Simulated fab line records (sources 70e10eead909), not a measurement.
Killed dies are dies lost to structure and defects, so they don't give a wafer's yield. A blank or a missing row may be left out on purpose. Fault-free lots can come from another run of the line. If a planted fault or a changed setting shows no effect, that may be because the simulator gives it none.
Matching of chambers || flow nandHarc || NHARC_A_BLC_DESCUM_15 on rieDiel-05 has 4 sister chambers
The step chemistry O2, time 3 s. 8 wafers are shown with their chamber, then 12 later ones without.

## EACH WAFER AND ITS CHAMBER
{"wafer": "L084.3", "chamber": 2, "showerheadPlenumPTorr (Torr)": 1.80, "drypumpMotorCurrentA (A)": 6.1}
{"wafer": "L086.5", "chamber": 0, "showerheadPlenumPTorr (Torr)": 2.05, "drypumpMotorCurrentA (A)": 6.0}
{"wafer": "L086.6", "chamber": 3, "showerheadPlenumPTorr (Torr)": 1.82, "drypumpMotorCurrentA (A)": 5.7}
{"wafer": "L089.1", "chamber": 3, "showerheadPlenumPTorr (Torr)": 1.81, "drypumpMotorCurrentA (A)": 5.7}
{"wafer": "L089.5", "chamber": 0, "showerheadPlenumPTorr (Torr)": 2.05, "drypumpMotorCurrentA (A)": 6.0}
{"wafer": "L090.1", "chamber": 2, "showerheadPlenumPTorr (Torr)": 1.80, "drypumpMotorCurrentA (A)": 6.1}
{"wafer": "L090.2", "chamber": 1, "showerheadPlenumPTorr (Torr)": 1.92, "drypumpMotorCurrentA (A)": 6.8}
{"wafer": "L090.5", "chamber": 1, "showerheadPlenumPTorr (Torr)": 1.92, "drypumpMotorCurrentA (A)": 6.7}

## WAFERS MISSING THEIR CHAMBER
{"wafer": "L092.1", "showerheadPlenumPTorr (Torr)": 1.81, "drypumpMotorCurrentA (A)": 5.8}
{"wafer": "L092.3", "showerheadPlenumPTorr (Torr)": 2.05, "drypumpMotorCurrentA (A)": 6.1}
{"wafer": "L092.5", "showerheadPlenumPTorr (Torr)": 1.80, "drypumpMotorCurrentA (A)": 6.1}
{"wafer": "L095.1", "showerheadPlenumPTorr (Torr)": 1.92, "drypumpMotorCurrentA (A)": 6.7}
{"wafer": "L095.3", "showerheadPlenumPTorr (Torr)": 1.81, "drypumpMotorCurrentA (A)": 5.7}
{"wafer": "L095.4", "showerheadPlenumPTorr (Torr)": 1.80, "drypumpMotorCurrentA (A)": 6.1}
{"wafer": "L096.2", "showerheadPlenumPTorr (Torr)": 1.92, "drypumpMotorCurrentA (A)": 6.8}
{"wafer": "L096.4", "showerheadPlenumPTorr (Torr)": 2.05, "drypumpMotorCurrentA (A)": 6.0}
{"wafer": "L096.6", "showerheadPlenumPTorr (Torr)": 2.05, "drypumpMotorCurrentA (A)": 6.1}
{"wafer": "L097.1", "showerheadPlenumPTorr (Torr)": 1.81, "drypumpMotorCurrentA (A)": 5.7}
{"wafer": "L097.3", "showerheadPlenumPTorr (Torr)": 2.05, "drypumpMotorCurrentA (A)": 6.0}
{"wafer": "L097.4", "showerheadPlenumPTorr (Torr)": 1.92, "drypumpMotorCurrentA (A)": 6.7}

## CHAMBER TAKEN BY EACH
{"wafer": "L092.1", "from the rows above": 3, "in truth": 3}
{"wafer": "L092.3", "from the rows above": 0, "in truth": 0}
{"wafer": "L092.5", "from the rows above": 2, "in truth": 2}
{"wafer": "L095.1", "from the rows above": 1, "in truth": 1}
{"wafer": "L095.3", "from the rows above": 3, "in truth": 3}
{"wafer": "L095.4", "from the rows above": 2, "in truth": 2}
{"wafer": "L096.2", "from the rows above": 1, "in truth": 1}
{"wafer": "L096.4", "from the rows above": 0, "in truth": 0}
{"wafer": "L096.6", "from the rows above": 0, "in truth": 0}
{"wafer": "L097.1", "from the rows above": 3, "in truth": 3}
{"wafer": "L097.3", "from the rows above": 0, "in truth": 0}
{"wafer": "L097.4", "from the rows above": 1, "in truth": 1}
12 of 12 placed correctly. Can't be placed from these rows: 0. Placed wrongly: 0.
How it was worked out, from the rows above alone: a wafer's distance from a chamber is the root of the sum, over the readings, of the square of ((its reading less the chamber's mean) divided by the reading's scatter). If the next closest chamber is less than 2 further off than the closest, the wafer can't be placed; otherwise it belongs to the closest. For every chamber, the mean is computed from those of its wafers that are shown. The scatter: take each reading less its chamber's mean, square it, sum over the shown wafers, divide by the number of wafers less the number of chambers, and take the root.
